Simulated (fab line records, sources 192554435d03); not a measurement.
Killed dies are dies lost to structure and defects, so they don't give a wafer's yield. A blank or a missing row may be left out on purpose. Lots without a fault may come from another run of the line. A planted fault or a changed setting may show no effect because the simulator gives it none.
Chamber matching | flow n5_finfet | N5_BEOL_M10_CURE_72 on uv_cure-02: 3 sister chambers
The step cures SiCOH lowk, time 120 s. 3 wafers are shown with their chamber, then 7 later ones without.

WAFERS WITH THEIR CHAMBER
wafer  | chamber | lamp_power_pct (%)
L087.5 | 1       | 52.31
L090.5 | 0       | 52.34
L092.3 | 2       | 52.24

WAFERS WITHOUT THEIR CHAMBER
wafer  | lamp_power_pct (%)
L092.6 | 52.31
L091.1 | 52.35
L091.4 | 52.33
L091.5 | 52.36
L097.2 | 52.27
L097.4 | 52.26
L097.5 | 52.46

WHICH CHAMBER EACH WENT THROUGH
wafer  | from the rows above          | in truth
L092.6 | can't be placed: 1 or 0 or 2 | 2
L091.1 | can't be placed: 0 or 1      | 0
L091.4 | can't be placed: 0 or 1 or 2 | 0
L091.5 | can't be placed: 0 or 1      | 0
L097.2 | can't be placed: 2 or 1 or 0 | 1
L097.4 | can't be placed: 2 or 1 or 0 | 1
L097.5 | can't be placed: 0 or 1      | 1
Placed correctly: 0 of 7. Can't be placed from these rows: 7 (the true chamber is among the candidates in 7). Placed wrongly: 0.
How it was worked out, from the rows above alone: a wafer's distance from a chamber is the root of the sum, over the readings, of the square of ((its reading less the chamber's mean) divided by the reading's scatter). The wafer belongs to the nearest chamber; if the next one is less than 2 further off, it can't be placed. A chamber's mean is the mean of its shown wafers. The scatter: with one shown wafer a chamber, the root of the mean of the squares of how far each hidden wafer lies from its nearest shown one.
